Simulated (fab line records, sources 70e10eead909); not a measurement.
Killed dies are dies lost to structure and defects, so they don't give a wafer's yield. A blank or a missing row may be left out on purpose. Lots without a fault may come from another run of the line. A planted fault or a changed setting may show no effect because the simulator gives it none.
Which tool did it? | flow nand_harc | 12 lots, 36 wafers sampled, at 2 steps of a route of 1159

WHAT THE GAUGES READ, wafer by wafer
NHARC_A_ZERO_WELL_INSPECT_17.
lot  | measured     | on                | raw_defect_count
L075 | day 7 05:10  | defect_inspect-01 | 24 17 12
L077 | day 7 15:48  | defect_inspect-01 | 5 13 12
L080 | day 7 21:49  | defect_inspect-01 | 10 11 8
L081 | day 8 14:48  | defect_inspect-01 | 20 5 19
L083 | day 8 19:08  | defect_inspect-02 | 15 15 6
L085 | day 9 09:57  | defect_inspect-01 | 10 9 4
L086 | day 10 01:08 | defect_inspect-01 | 13 11 13
L089 | day 10 11:05 | defect_inspect-02 | 6 8 6
L092 | day 10 21:37 | defect_inspect-02 | 7 11 11
L094 | day 11 08:02 | defect_inspect-02 | 11 9 2
L095 | day 11 15:51 | defect_inspect-02 | 9 6 9
L097 | day 12 18:17 | defect_inspect-02 | 8 8 9

WHICH TOOL RAN EACH LOT (tool, then ch and the chambers of the sampled wafers, then the start)
lot  | NHARC_P_BONDPAD_PRE_CLEAN_26
L075 | pvd_sputter-02, day 7 05:10 or earlier
L077 | pvd_sputter-02, day 7 15:48 or earlier
L080 | pvd_sputter-03, day 7 21:49 or earlier
L081 | pvd_sputter-02, day 8 14:48 or earlier
L083 | pvd_sputter-02, day 8 19:08 or earlier
L085 | pvd_sputter-02, day 9 09:57 or earlier
L086 | pvd_sputter-01, day 10 01:08 or earlier
L089 | pvd_sputter-03, day 10 11:05 or earlier
L092 | pvd_sputter-03, day 10 21:37 or earlier
L094 | pvd_sputter-02, day 11 08:02 or earlier
L095 | pvd_sputter-02, day 11 15:51 or earlier
L097 | pvd_sputter-03, day 12 18:17 or earlier
- NHARC_P_BONDPAD_PRE_CLEAN_26: time 30 s.

THE ANSWER, worked out from the rows above alone
Rule: what is usual is taken from the lots themselves. Put in order of their means at a reading, lots are off if they are a third of the lots or fewer, leave a main group of 4 or more, and stand apart from it by a gap of 3 or more times the standard deviation of the main group's means; of several such gaps the widest counts. A main group whose means are all the same, to the digits that the tables above print for the reading, isn't used. A lot without any number at a reading at which 4 lots or more have one is off too. The other lots that the step has rows for count as sound.
No lot is off at any reading shown: from this, nothing can be told.

WHAT THE SIMULATOR HAD PUT IN
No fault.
